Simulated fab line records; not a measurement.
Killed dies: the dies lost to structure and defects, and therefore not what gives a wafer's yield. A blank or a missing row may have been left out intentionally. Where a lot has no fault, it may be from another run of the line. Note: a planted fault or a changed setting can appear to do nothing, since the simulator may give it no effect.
Which tool is to blame?	flow nand_harc	Sampling: 22 lots, 66 wafers, 6 of 1302 route steps

## WHAT THE GAUGES SHOWED, per wafer
The record lacks any reading of a measuring or inspecting step that a usual standard deviation could be used to judge.

## TOOL THAT RAN EACH LOT (tool first, then ch and the chambers of the sampled wafers, then the start)
lot	NHARC_A_STAIRCASE_ETCH_292	NHARC_A_STAIRCASE_STRIP_475	NHARC_A_SLIT_ETCH_17	NHARC_A_WL_FILL_RTA_01	NHARC_A_WL_FILL_ALD_10	NHARC_A_WL_FILL_STRIP_29
L074	rie_diel-04 ch 0,3, day 16 15:05	rie_diel-11 ch 0,1,3, day 19 19:13 or earlier	har_etch-01 ch 0, day 19 19:13	rtp_anneal-02 ch 0, day 20 06:41	ald_hk-03 ch 0,1,2, day 20 12:47	rie_diel-12 ch 1,3, day 20 17:31
L075	rie_diel-04 ch 0,1,3, day 17 00:41	rie_diel-05 ch 1,2,3, day 20 09:46 or earlier	har_etch-01 ch 0,1, day 20 09:46	rtp_anneal-01 ch 0, day 20 20:49	ald_hk-03 ch 1,2,3, day 21 05:23	rie_diel-13 ch 0,1,2, day 21 09:37
L077	rie_diel-11 ch 0,1,3, day 17 12:26	rie_diel-04 ch 0,3, day 20 12:40 or earlier	har_etch-02 ch 0,1, day 20 12:40	rtp_anneal-01 ch 0, day 21 01:24	ald_hk-02 ch 1,2,3, day 21 09:41	rie_diel-13 ch 1,2,3, day 21 12:53
L078	rie_diel-04 ch 1,2,3, day 18 06:49	rie_diel-05 ch 1,3, day 20 11:08	har_etch-02 ch 0,1, day 21 01:46	rtp_anneal-01 ch 0, day 21 13:47	ald_hk-04 ch 0,2, day 21 21:05	rie_diel-13 ch 0,3, day 22 01:20
L079	rie_diel-11 ch 0,2, day 18 10:32	rie_diel-04 ch 1,3, day 21 13:00 or earlier	har_etch-01 ch 0,1, day 21 13:00	rtp_anneal-02 ch 0, day 22 00:28	ald_hk-03 ch 1,2,3, day 22 06:47	rie_diel-13 ch 1,2, day 22 11:29
L080	rie_diel-04 ch 2,3, day 19 04:18	rie_diel-11 ch 0,1, day 22 04:05 or earlier	har_etch-01 ch 0,1, day 22 04:05	rtp_anneal-02 ch 0, day 22 21:59	ald_hk-03 ch 0,1, day 23 05:02	rie_diel-13 ch 0,3, day 23 09:44
L081	rie_diel-04 ch 2,3, day 19 21:17	rie_diel-11 ch 1,2,3, day 23 06:48 or earlier	har_etch-02 ch 0,1, day 23 06:48	rtp_anneal-02 ch 0, day 23 17:38	ald_hk-04 ch 1,2,3, day 24 01:04	rie_diel-13 ch 0,1,3, day 24 04:49
L082	rie_diel-05 ch 1,3, day 19 22:44	rie_diel-11 ch 0,1,3, day 23 21:49 or earlier	har_etch-02 ch 0,1, day 23 21:49	rtp_anneal-02 ch 0, day 24 09:53	ald_hk-04 ch 0,1,3, day 24 21:30	rie_diel-12 ch 0,2,3, day 25 01:43
L083	rie_diel-11 ch 0,1, day 20 16:46	rie_diel-11 ch 1,2,3, day 23 18:07 or earlier	har_etch-01 ch 0,1, day 23 18:07	rtp_anneal-01 ch 0, day 24 06:05	ald_hk-02 ch 0,1,3, day 24 13:53	rie_diel-09 ch 0,1,2, day 24 17:37
L084	rie_diel-04 ch 1,2,3, day 20 23:55	rie_diel-11 ch 1,2,3, day 24 05:49 or earlier	har_etch-02 ch 0,1, day 24 05:49	rtp_anneal-02 ch 0, day 24 17:46	ald_hk-02 ch 0,2,3, day 25 01:31	rie_diel-09 ch 0,2,3, day 25 06:13
L085	rie_diel-05 ch 1,3, day 21 13:49	rie_diel-05 ch 2,3, day 24 10:22 or earlier	har_etch-01 ch 1, day 24 10:22	rtp_anneal-01 ch 0, day 25 00:19	ald_hk-03 ch 0,1,2, day 25 09:34	rie_diel-09 ch 0,1,3, day 25 13:17
L086	rie_diel-05 ch 0,1,2, day 22 01:44	rie_diel-05 ch 1,2, day 25 11:37 or earlier	har_etch-02 ch 0,1, day 25 11:37	rtp_anneal-02 ch 0, day 25 23:44	ald_hk-03 ch 0,2,3, day 26 07:35	rie_diel-12 ch 0,3, day 26 10:46
L087	rie_diel-05 ch 0,2, day 22 04:16	rie_diel-11 ch 1,2,3, day 25 16:14 or earlier	har_etch-01 ch 0,1, day 25 16:14	rtp_anneal-02 ch 0, day 26 03:08	ald_hk-02 ch 0,2, day 26 10:17	rie_diel-12 ch 1,2,3, day 26 14:30
L088	rie_diel-04 ch 0,3, day 22 12:25	rie_diel-04 ch 1,2,3, day 24 17:05	har_etch-02 ch 0,1, day 25 17:14	rtp_anneal-02 ch 0, day 26 03:40	ald_hk-04 ch 0,3, day 26 10:50	rie_diel-13 ch 1,2,3, day 26 17:43
L091	rie_diel-05 ch 1,2,3, day 23 09:35	rie_diel-11 ch 1,2,3, day 26 06:52 or earlier	har_etch-01 ch 0,1, day 26 06:52	rtp_anneal-02 ch 0, day 26 18:59	ald_hk-03 ch 0,1,3, day 27 01:16	rie_diel-13 ch 0,1,3, day 27 06:01
L090	rie_diel-11 ch 2,3, day 23 10:26	rie_diel-04 ch 0,1,3, day 26 12:04 or earlier	har_etch-01 ch 0,1, day 26 12:04	rtp_anneal-01 ch 0, day 26 23:53	ald_hk-04 ch 1,2,3, day 27 08:22	rie_diel-13 ch 0,1,2, day 27 12:39
L089	rie_diel-05 ch 0,1, day 23 12:06	rie_diel-04 ch 2,3, day 26 10:50 or earlier	har_etch-02 ch 0,1, day 26 10:50	rtp_anneal-01 ch 0, day 26 22:09	ald_hk-04 ch 0,2,3, day 27 05:46	rie_diel-13 ch 1,2,3, day 27 09:30
L092	rie_diel-04 ch 1,2,3, day 24 06:22	rie_diel-04 ch 1,2,3, day 27 08:46 or earlier	har_etch-02 ch 0,1, day 27 08:46	rtp_anneal-02 ch 0, day 27 19:35	ald_hk-03 ch 2,3, day 28 02:49	rie_diel-09 ch 0,1, day 28 07:04
L094	rie_diel-04 ch 1,2,3, day 24 17:35	rie_diel-05 ch 0,1,3, day 27 16:41 or earlier	har_etch-01 ch 0,1, day 27 16:41	rtp_anneal-01 ch 0, day 28 04:39	ald_hk-04 ch 0,1,2, day 28 10:59	rie_diel-09 ch 0,2,3, day 28 15:43
L095	rie_diel-11 ch 0,3, day 25 17:51	rie_diel-05 ch 0,1,2, day 28 14:32 or earlier	har_etch-01 ch 0,1, day 28 14:32	rtp_anneal-01 ch 0, day 29 01:26	ald_hk-03 ch 0,3, day 29 08:28	rie_diel-09 ch 0,2,3, day 29 13:15
L097	rie_diel-05 ch 1,2,3, day 26 14:50	rie_diel-05 ch 0,2,3, day 29 14:37 or earlier	har_etch-02 ch 0,1, day 29 14:37	rtp_anneal-02 ch 0, day 30 02:01	ald_hk-02 ch 0,2,3, day 30 08:51	rie_diel-12 ch 0,2,3, day 30 13:37
L096	rie_diel-04 ch 0,1,2, day 26 18:24	rie_diel-04 ch 0,1,2, day 29 23:06 or earlier	har_etch-02 ch 0,1, day 29 23:06	rtp_anneal-01 ch 0, day 30 11:44	ald_hk-04 ch 1,2, day 30 18:01	rie_diel-13 ch 1,2, day 31 01:45
- NHARC_A_STAIRCASE_ETCH_292: etches the open film in CF4/CHF3.
- NHARC_A_STAIRCASE_STRIP_475: strips in O2, time 20 s.
- NHARC_A_SLIT_ETCH_17: etches the open film in C4F8/O2/Ar, time 4254.5 s, target depth 20300 nm.
- NHARC_A_WL_FILL_RTA_01: time 5 s.
- NHARC_A_WL_FILL_ALD_10: deposits SiO2, target thk 50 nm, pulse time 10 s, ald cycles 500.
- NHARC_A_WL_FILL_STRIP_29: strips in O2, time 20 s.

## WHAT THE TOOLS THEMSELVES READ (means of the sampled wafers that have a number; where no wafer has one, the mark that the record gives instead)
NHARC_A_STAIRCASE_ETCH_292. Usual: chf3_flow_sccm 30.00 sccm, standard deviation 0.087; drypump_motor_current_A 5.8 A, standard deviation 0.5; oes_product_au 0.939 a.u., standard deviation 0.021; rf_vpp_V 370.3 V, standard deviation 2.6; showerhead_plenum_p_Torr 1.57 Torr, standard deviation 0.072; throttle_valve_pct 16.802 %, standard deviation 0.0086.
lot	tool	chf3_flow_sccm (sccm)	drypump_motor_current_A (A)	oes_product_au (a.u.)	rf_vpp_V (V)	showerhead_plenum_p_Torr (Torr)	throttle_valve_pct (%)	flag
L074	rie_diel-04	29.93	5.5	0.934	368.2	1.52	16.798	
L075	rie_diel-04	30.05	5.6	0.974	371.1	1.58	16.800	
L077	rie_diel-11	30.04	6.0	0.925	369.9	1.55	16.804	
L078	rie_diel-04	30.04	5.8	0.922	371.2	1.61	16.799	
L079	rie_diel-11	30.16	6.2	0.931	369.0	1.52	16.803	
L080	rie_diel-04	29.98	6.0	0.967	370.4	1.57	16.807	
L081	rie_diel-04	30.02	5.9	0.919	370.7	1.57	16.812	
L082	rie_diel-05	30.00	6.1	0.928	370.5	1.58	16.800	
L083	rie_diel-11	30.05	6.0	0.906	370.7	1.60	16.795	
L084	rie_diel-04	29.99	5.7	0.966	371.1	1.60	16.804	
L085	rie_diel-05	30.03	6.0	0.920	370.6	1.58	16.799	
L086	rie_diel-05	29.91	6.2	0.930	370.0	1.54	16.804	
L087	rie_diel-05	29.94	6.1	0.973	369.0	1.53	16.797	
L088	rie_diel-04	30.02	5.9	0.938	368.6	1.53	16.809	
L091	rie_diel-05	30.05	6.0	0.925	370.1	1.57	16.807	
L090	rie_diel-11	30.06	5.6	0.937	369.8	1.54	16.800	
L089	rie_diel-05	30.02	6.2	0.953	369.1	1.55	16.794	
L092	rie_diel-04	29.99	5.7	0.927	371.1	1.60	16.810	
L094	rie_diel-04	30.01	5.8	0.964	371.0	1.60	16.801	
L095	rie_diel-11	29.99	6.2	0.927	370.9	1.59	16.801	
L097	rie_diel-05	29.96	5.9	0.968	369.7	1.56	16.793	
L096	rie_diel-04	30.02	5.4	0.927	370.3	1.57	16.793	

NHARC_A_STAIRCASE_STRIP_475. Usual: drypump_motor_current_A 5.8 A, standard deviation 0.52; oes_product_au 1.003 a.u., standard deviation 0.009; rf_vpp_V 57.8 V, standard deviation 0.95; showerhead_plenum_p_Torr 3.51 Torr, standard deviation 0.17; throttle_valve_pct 17.036 %, standard deviation 0.0099.
lot	tool	drypump_motor_current_A (A)	oes_product_au (a.u.)	rf_vpp_V (V)	showerhead_plenum_p_Torr (Torr)	throttle_valve_pct (%)	flag
L074	rie_diel-11	6.0	1.003	58.1	3.47	17.041	
L075	rie_diel-05	6.0	0.993	57.4	3.53	17.051	
L077	rie_diel-04	5.6	1.003	57.3	3.39	17.035	
L078	rie_diel-05	6.1	1.010	57.6	3.55	17.036	
L079	rie_diel-04	6.0	1.000	58.9	3.58	17.026	
L080	rie_diel-11	6.0	0.986	57.1	3.58	17.030	
L081	rie_diel-11	5.7	1.004	57.5	3.57	17.038	
L082	rie_diel-11	6.0	0.997	58.1	3.63	17.032	
L083	rie_diel-11	5.7	1.000	58.3	3.57	17.039	
L084	rie_diel-11	5.7	1.009	57.7	3.56	17.037	
L085	rie_diel-05	5.9	1.006	58.1	3.49	17.032	
L086	rie_diel-05	6.5	0.998	57.5	3.38	17.041	
L087	rie_diel-11	5.7	1.003	57.6	3.56	17.041	
L088	rie_diel-04	5.8	0.999	57.8	3.58	17.030	
L091	rie_diel-11	5.7	1.004	57.7	3.55	17.034	
L090	rie_diel-04	5.6	1.000	57.6	3.51	17.039	
L089	rie_diel-04	6.1	1.016	58.2	3.48	17.039	
L092	rie_diel-04	5.8	1.011	57.6	3.57	17.041	
L094	rie_diel-05	5.7	1.007	58.1	3.59	17.030	
L095	rie_diel-05	6.2	1.005	57.8	3.44	17.037	
L097	rie_diel-05	5.6	1.008	58.4	3.56	17.032	
L096	rie_diel-04	5.5	1.015	58.7	3.51	17.031	

NHARC_A_SLIT_ETCH_17. Usual: drypump_motor_current_A 6.1 A, standard deviation 0.5; oes_air_line_au 1.005 a.u., standard deviation 0.019; showerhead_plenum_p_Torr 3.75 Torr, standard deviation 0.13; throttle_valve_pct 32.045 %, standard deviation 0.0088.
lot	tool	drypump_motor_current_A (A)	oes_air_line_au (a.u.)	showerhead_plenum_p_Torr (Torr)	throttle_valve_pct (%)	flag
L074	har_etch-01	6.2	1.015	3.65	32.051	
L075	har_etch-01	5.9	0.994	3.65	32.045	
L077	har_etch-02	6.4	0.992	3.89	32.045	
L078	har_etch-02	6.4	1.010	3.89	32.040	
L079	har_etch-01	5.9	1.004	3.63	32.043	
L080	har_etch-01	5.9	0.999	3.63	32.049	
L081	har_etch-02	6.4	0.998	3.87	32.042	
L082	har_etch-02	6.6	0.998	3.88	32.041	
L083	har_etch-01	5.9	1.006	3.62	32.044	
L084	har_etch-02	6.4	0.993	3.86	32.053	
L085	har_etch-01	5.3	1.015	3.61	32.044	
L086	har_etch-02	6.6	1.024	3.87	32.045	
L087	har_etch-01	5.6	1.021	3.61	32.049	
L088	har_etch-02	6.4	1.004	3.85	32.045	
L091	har_etch-01	5.6	1.041	3.60	32.043	
L090	har_etch-01	5.6	0.997	3.60	32.046	
L089	har_etch-02	6.4	0.997	3.85	32.036	
L092	har_etch-02	6.5	1.003	3.85	32.050	
L094	har_etch-01	5.6	0.975	3.59	32.049	
L095	har_etch-01	5.6	0.996	3.59	32.050	
L097	har_etch-02	6.5	1.021	3.83	32.057	
L096	har_etch-02	6.6	0.992	3.83	32.042	

NHARC_A_WL_FILL_RTA_01. Usual: lamp_power_pct 28.5 %, standard deviation 2.2; wafer_temp_C_max 1004.7, standard deviation 0.97.
lot	tool	lamp_power_pct (%)	wafer_temp_C_max	flag
L074	rtp_anneal-02	26.7	1004.0	
L075	rtp_anneal-01	31.1	1004.8	
L077	rtp_anneal-01	31.1	1005.0	
L078	rtp_anneal-01	31.1	1004.6	
L079	rtp_anneal-02	26.7	1004.9	
L080	rtp_anneal-02	26.7	1004.5	
L081	rtp_anneal-02	26.7	1004.3	
L082	rtp_anneal-02	26.7	1003.5	
L083	rtp_anneal-01	31.1	1005.7	
L084	rtp_anneal-02	26.7	1005.1	
L085	rtp_anneal-01	31.1	1006.3	
L086	rtp_anneal-02	26.7	1004.5	
L087	rtp_anneal-02	26.7	1005.3	
L088	rtp_anneal-02	26.7	1004.4	
L091	rtp_anneal-02	26.7	1004.6	
L090	rtp_anneal-01	31.1	1005.0	
L089	rtp_anneal-01	31.2	1005.1	
L092	rtp_anneal-02	26.7	1004.7	
L094	rtp_anneal-01	31.1	1003.8	
L095	rtp_anneal-01	31.1	1004.4	
L097	rtp_anneal-02	26.7	1003.3	
L096	rtp_anneal-01	31.1	1005.8	

NHARC_A_WL_FILL_ALD_10. Usual: heater_power_w 455 W, standard deviation 40; precursor_pulse_height_rel 0.998, standard deviation 0.02.
lot	tool	heater_power_w (W)	precursor_pulse_height_rel	flag
L074	ald_hk-03	431	0.993	
L075	ald_hk-03	448	0.987	
L077	ald_hk-02	444	0.987	
L078	ald_hk-04	430	1.010	
L079	ald_hk-03	451	0.997	
L080	ald_hk-03	421	1.018	
L081	ald_hk-04	456	0.995	
L082	ald_hk-04	443	0.999	
L083	ald_hk-02	470	0.992	
L084	ald_hk-02	473	0.983	
L085	ald_hk-03	455	1.008	
L086	ald_hk-03	470	1.001	
L087	ald_hk-02	505	0.982	
L088	ald_hk-04	435	0.983	
L091	ald_hk-03	465	1.001	
L090	ald_hk-04	449	0.984	
L089	ald_hk-04	430	0.994	
L092	ald_hk-03	495	1.000	
L094	ald_hk-04	438	0.994	
L095	ald_hk-03	484	1.005	
L097	ald_hk-02	477	0.989	
L096	ald_hk-04	461	1.005	

NHARC_A_WL_FILL_STRIP_29. Usual: drypump_motor_current_A 5.6 A, standard deviation 0.4; oes_product_au 0.998 a.u., standard deviation 0.0093; rf_vpp_V 57.8 V, standard deviation 0.88; showerhead_plenum_p_Torr 3.56 Torr, standard deviation 0.17; throttle_valve_pct 17.037 %, standard deviation 0.0096.
lot	tool	drypump_motor_current_A (A)	oes_product_au (a.u.)	rf_vpp_V (V)	showerhead_plenum_p_Torr (Torr)	throttle_valve_pct (%)	flag
L074	rie_diel-12	5.0	1.004	57.9	3.53	17.046	
L075	rie_diel-13	5.4	0.988	57.8	3.55	17.035	
L077	rie_diel-13	5.6	0.992	58.4	3.62	17.034	
L078	rie_diel-13	5.3	1.007	58.6	3.62	17.040	
L079	rie_diel-13	5.5	0.988	58.6	3.63	17.026	
L080	rie_diel-13	5.3	0.993	57.5	3.62	17.036	
L081	rie_diel-13	5.4	0.995	58.3	3.70	17.047	
L082	rie_diel-12	5.5	1.003	57.7	3.63	17.028	
L083	rie_diel-09	6.1	1.003	57.7	3.46	17.039	
L084	rie_diel-09	5.8	0.997	57.2	3.36	17.040	
L085	rie_diel-09	5.9	1.004	57.9	3.42	17.036	
L086	rie_diel-12	5.4	0.996	58.5	3.55	17.043	
L087	rie_diel-12	5.2	0.994	57.8	3.60	17.032	
L088	rie_diel-13	5.6	0.992	57.8	3.62	17.037	
L091	rie_diel-13	5.4	0.999	58.6	3.70	17.040	
L090	rie_diel-13	5.4	0.997	58.2	3.55	17.030	
L089	rie_diel-13	5.6	0.998	57.9	3.62	17.031	
L092	rie_diel-09	6.0	0.992	58.0	3.44	17.025	
L094	rie_diel-09	5.8	1.002	57.5	3.36	17.035	
L095	rie_diel-09	5.8	1.009	57.3	3.36	17.038	
L097	rie_diel-12	5.5	1.001	57.9	3.63	17.041	
L096	rie_diel-13	5.5	0.991	57.9	3.63	17.038	

## THE ANSWER, worked out from the rows above alone
Rule: a lot counts as off when the mean over its wafers that have a number is more than 3 standard deviations away from the usual mean. Also off: a lot with no number at a reading for which 4 or more lots have one. All remaining lots with rows at the step are treated as sound. Order of review: gauges by route order, followed by the tools' own readings, for which a lot's mean as printed above is used. The first step at which some lot is off is used, and at that step the reading that is off furthest; a lot without a number counts as furthest.
No lot is off at any reading shown: from this, nothing can be told.

## WHAT THE SIMULATOR HAD INSERTED
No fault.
